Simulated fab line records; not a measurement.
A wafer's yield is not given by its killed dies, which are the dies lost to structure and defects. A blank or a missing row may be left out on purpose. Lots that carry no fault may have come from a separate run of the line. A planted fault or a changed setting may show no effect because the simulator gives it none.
The tool behind it: which one? ; flow nand_harc ; 24 lots, 72 wafers sampled, at 2 steps of a route of 1302

WHAT EACH GAUGE READ, for each wafer
NHARC_A_CONTACT_INSPECT_44. Usual: raw_defect_count 83, standard deviation 41.
lot;measured;on;raw_defect_count;flag
L074;day 21 21:38;defect_inspect-01;98 105 100;
L075;day 22 00:51;defect_inspect-01;115 110 109;
L076;day 22 03:38;defect_inspect-02;52 53 54;
L077;day 22 17:31;defect_inspect-01;55 55 51;
L078;day 24 00:43;defect_inspect-02;138 145 156;
L079;day 24 04:13;defect_inspect-02;22 36 22;
L081;day 24 11:02;defect_inspect-01;151 148 152;
L080;day 24 15:22;defect_inspect-01;24 19 23;
L082;day 24 15:55;defect_inspect-01;118 131 121;
L086;day 25 10:41;defect_inspect-01;109 119 113;
L083;day 25 11:34;defect_inspect-02;73 69 75;
L084;day 25 17:26;defect_inspect-02;133 136 118;
L085;day 25 17:54;defect_inspect-02;20 18 16;
L087;day 26 11:20;defect_inspect-01;65 65 73;
L088;day 27 20:17;defect_inspect-02;21 20 21;
L089;day 27 20:27;defect_inspect-01;114 147 147;
L090;day 27 23:38;defect_inspect-02;88 99 83;
L092;day 29 11:06;defect_inspect-01;98 112 94;
L091;day 29 11:15;defect_inspect-02;80 62 73;
L093;day 29 19:21;defect_inspect-02;27 29 37;
L094;day 30 01:23;defect_inspect-01;73 75 75;
L095;day 30 01:49;defect_inspect-01;113 111 108;
L097;day 30 16:48;defect_inspect-01;53 59 57;
L096;day 30 21:22;defect_inspect-01;85 70 80;

WHICH TOOL RAN EACH LOT (tool, then ch and the chambers of the sampled wafers, then the start)
lot;NHARC_A_CONTACT_DEP_29
L074;pecvd-03 ch 1,2, day 21 20:47
L075;pecvd-02 ch 0,1, day 22 00:02
L076;pecvd-01 ch 1,2, day 22 02:49
L077;pecvd-03 ch 1,2, day 22 16:48
L078;pecvd-02 ch 0,1,2, day 24 00:00
L079;pecvd-02 ch 0,1,2, day 24 03:24
L081;pecvd-02 ch 0,1,2, day 24 10:11
L080;pecvd-02 ch 0,2, day 24 14:31
L082;pecvd-01 ch 0,1,2, day 24 15:05
L086;pecvd-02 ch 0,1, day 25 09:52
L083;pecvd-02 ch 1,2, day 25 10:43
L084;pecvd-01 ch 1,2, day 25 16:43
L085;pecvd-01 ch 1,2, day 25 17:04
L087;pecvd-02 ch 0,1,2, day 26 10:43
L088;pecvd-02 ch 0,2, day 27 19:26
L089;pecvd-01 ch 0,1,2, day 27 19:36
L090;pecvd-02 ch 0,1,2, day 27 22:51
L092;pecvd-03 ch 0,1, day 29 10:16
L091;pecvd-02 ch 0,1,2, day 29 10:21
L093;pecvd-01 ch 0,2, day 29 18:32
L094;pecvd-03 ch 0,1, day 30 00:40
L095;pecvd-02 ch 0,1,2, day 30 00:58
L097;pecvd-03 ch 1,2, day 30 16:04
L096;pecvd-02 ch 0,2, day 30 20:38
- NHARC_A_CONTACT_DEP_29: deposits SiON, target thk 100 nm.

AS READ BY THE TOOLS THEMSELVES (means over the sampled wafers that have a number; for cases with no such wafer, the mark the record gives instead)
NHARC_A_CONTACT_DEP_29. Usual: heater_power_w 762 W, standard deviation 92; susceptor_temp_C 400.02 C, standard deviation 0.24.
lot;tool;heater_power_w (W);susceptor_temp_C (C);flag
L074;pecvd-03;756;400.07;
L075;pecvd-02;802;399.96;
L076;pecvd-01;790;399.93;
L077;pecvd-03;681;400.08;
L078;pecvd-02;721;400.03;
L079;pecvd-02;734;399.80;
L081;pecvd-02;773;400.06;
L080;pecvd-02;701;400.14;
L082;pecvd-01;741;400.00;
L086;pecvd-02;819;399.90;
L083;pecvd-02;784;400.07;
L084;pecvd-01;769;400.00;
L085;pecvd-01;773;400.30;
L087;pecvd-02;830;400.36;
L088;pecvd-02;658;399.90;
L089;pecvd-01;711;400.04;
L090;pecvd-02;832;399.68;
L092;pecvd-03;715;400.00;
L091;pecvd-02;778;399.98;
L093;pecvd-01;783;400.06;
L094;pecvd-03;704;399.80;
L095;pecvd-02;849;400.02;
L097;pecvd-03;765;399.80;
L096;pecvd-02;742;399.97;

THE ANSWER, worked out from the rows above alone
Rule: lot off if the mean of its wafers having a number is beyond 3 standard deviations from the usual mean. A lot without any number at a reading at which 4 lots or more have one is off too. The other lots that the step has rows for count as sound. Order of review: gauges by route order, followed by the tools' own readings, for which a lot's mean as printed above is used. The first step at which some lot is off is used, and at that step the reading that is off furthest; a lot without a number counts as furthest.
No lot is off at any reading shown: from this, nothing can be told.

WHAT WAS PUT IN BY THE SIMULATOR
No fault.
